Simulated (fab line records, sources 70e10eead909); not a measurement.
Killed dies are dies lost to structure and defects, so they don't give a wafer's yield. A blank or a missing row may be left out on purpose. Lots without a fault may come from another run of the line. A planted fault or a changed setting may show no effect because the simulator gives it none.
Chamber matching | flow nand_harc | NHARC_A_CHANNEL_HOLE_D1_DEP_01 on pecvd-02: 3 sister chambers
The step deposits SiON, target thk 140 nm. 6 wafers are shown with their chamber, then 11 later ones without.

WAFERS WITH THEIR CHAMBER
wafer  | chamber | heater_power_w (W)
L084.5 | 0       | 631
L084.6 | 1       | 655
L087.2 | 1       | 710
L087.3 | 2       | 900
L087.4 | 2       | 900
L088.2 | 0       | 653

WAFERS WITHOUT THEIR CHAMBER
wafer  | heater_power_w (W)
L088.5 | 564
L088.6 | 676
L092.1 | 931
L092.2 | 732
L092.5 | 935
L096.1 | 888
L096.3 | 592
L096.5 | 597
L097.2 | 688
L097.3 | 652
L097.4 | 822

WHICH CHAMBER EACH WENT THROUGH
wafer  | from the rows above     | in truth
L088.5 | can't be placed: 0 or 1 | 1
L088.6 | can't be placed: 1 or 0 | 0
L092.1 | 2                       | 2
L092.2 | can't be placed: 1 or 0 | 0
L092.5 | 2                       | 2
L096.1 | 2                       | 2
L096.3 | can't be placed: 0 or 1 | 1
L096.5 | can't be placed: 0 or 1 | 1
L097.2 | can't be placed: 1 or 0 | 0
L097.3 | can't be placed: 0 or 1 | 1
L097.4 | 2                       | 2
Placed correctly: 4 of 11. Can't be placed from these rows: 7 (the true chamber is among the candidates in 7). Placed wrongly: 0.
How it was worked out, from the rows above alone: a wafer's distance from a chamber is the root of the sum, over the readings, of the square of ((its reading less the chamber's mean) divided by the reading's scatter). The wafer belongs to the nearest chamber; if the next one is less than 2 further off, it can't be placed. A chamber's mean is the mean of its shown wafers. The scatter: the root of (the sum of the squares of (reading less its chamber's mean) over the shown wafers, divided by (wafers less chambers)).
